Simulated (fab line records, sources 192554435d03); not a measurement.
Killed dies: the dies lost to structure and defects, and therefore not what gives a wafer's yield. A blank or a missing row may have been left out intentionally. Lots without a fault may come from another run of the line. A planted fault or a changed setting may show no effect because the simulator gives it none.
One fault seen from 2 desks :: flow n5 finfet :: each desk has only its own numbers; what lay behind them comes last

== DESK OF THE TOOL OWNER: pecvd-04 ==
The tool's own readings at N5_BEOL_M3_PECVD_72 (deposits SiO2 from TEOS/O2, target thk 16 nm, time 18 s): means of the sampled wafers that have a number, for each lot that ran on this tool. The brackets show how far a lot's mean lies from the usual mean; more than 4 standard deviations puts the lot out of limits, marked OUT.
Columns: A = heater power w at N5_BEOL_M3_PECVD_72, usual 756 W; B = showerhead plenum p Torr at N5_BEOL_M3_PECVD_72, usual 8.79 Torr; C = susceptor temp C at N5_BEOL_M3_PECVD_72, usual 400.03 C; D = throttle valve pct at N5_BEOL_M3_PECVD_72, usual 22.4 %
lot: L252
first seen here: day 7 11:23
A: 830
B: 8.83
C: 399.94
D: 23.9

lot: L261
first seen here: day 9 12:33
A: 937
B: 8.84
C: 404.51 (+18) OUT
D: 22.8

lot: L272
first seen here: day 12 03:04
A: 843
B: 8.87
C: 400.27
D: 23.2

lot: L273
first seen here: day 12 07:42
A: 784
B: 8.82
C: 399.76
D: 22.8

lot: L274
first seen here: day 12 22:23
A: 868
B: 8.79
C: 400.17
D: 22.8
This desk finds L261 out of limits, L261 being first, at day 9 12:33 (susceptor temp C at N5_BEOL_M3_PECVD_72). In limits: L252, L272, L273, L274.

== METROLOGY DESK ==
Lot by lot, what the gauges showed, no matter which tool ran the lot: averages of those sampled wafers that carry a number. The brackets show how far a lot's mean lies from the usual mean; more than 4 standard deviations puts the lot out of limits, marked OUT. Only the readings that lie furthest out on some lot appear, 7 of the 10 it has.
Columns: A = DIBL_P at N5_BEOL_M4_RC_MEAS_101, usual 36.1 mV/V; B = IOFF_N at N5_BEOL_M4_RC_MEAS_101, usual 0.161 nA/um; C = IOFF_P at N5_BEOL_M4_RC_MEAS_101, usual 0.209 nA/um; D = SS_N at N5_BEOL_M4_RC_MEAS_101, usual 71.5 mV/dec; E = SS_P at N5_BEOL_M4_RC_MEAS_101, usual 73.2 mV/dec; F = VT_N at N5_BEOL_M4_RC_MEAS_101, usual 249.1 mV; G = VT_P at N5_BEOL_M4_RC_MEAS_101, usual -249.9 mV
lot: L252
first seen here: day 8 08:17
A: 36.6
B: 0.162
C: 0.221
D: 71.3
E: 73.2
F: 247.6
G: -249.3

lot: L255
first seen here: day 8 17:25
A: 34.5
B: 0.128
C: 0.172
D: 70.3
E: 72.5
F: 252.2
G: -255.1

lot: L256
first seen here: day 9 04:35
A: 36.7
B: 0.181
C: 0.258
D: 71.6
E: 73.3
F: 247.0
G: -244.9

lot: L257
first seen here: day 9 12:39
A: 37.0
B: 0.181
C: 0.227
D: 71.6
E: 73.8
F: 248.6
G: -248.4

lot: L261
first seen here: day 10 10:28
A: 36.7
B: 0.160
C: 0.204
D: 71.3
E: 73.2
F: 248.1
G: -248.9

lot: L267
first seen here: day 11 16:43
A: 36.4
B: 0.172
C: 0.207
D: 71.2
E: 72.9
F: 248.2
G: -250.2

lot: L268
first seen here: day 12 04:41
A: 38.3
B: 0.182
C: 0.219
D: 71.8
E: 73.4
F: 247.1
G: -250.9

lot: L272
first seen here: day 12 20:45
A: 36.7
B: 0.130
C: 0.209
D: 71.5
E: 73.2
F: 254.5
G: -250.7

lot: L273
first seen here: day 13 06:17
A: 37.2
B: 0.170
C: 0.225
D: 72.1
E: 73.5
F: 247.9
G: -249.7

lot: L274
first seen here: day 13 22:22
A: 35.4
B: 0.147
C: 0.199
D: 71.8
E: 73.3
F: 250.6
G: -247.7
Result from this desk: across the 10 lots, nothing is out of limits.

== PUT TOGETHER ==
An alarm could have come from the tool owner's desk at day 9 12:33, on L261.
The metrology desk saw nothing out of limits.
The metrology desk holds a record of L261, inside its limits.
N5_BEOL_M3_PECVD_72 was run on pecvd-04 by each of the lots named.

== WHAT THE SIMULATOR HAD PUT IN ==
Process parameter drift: pecvd-04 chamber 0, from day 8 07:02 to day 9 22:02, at N5_BEOL_M3_PECVD_72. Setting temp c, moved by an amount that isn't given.
Struck lots among those shown: L261.
Hours from the fault's start to each desk's first reading out of limits: the tool owner's desk, 30.
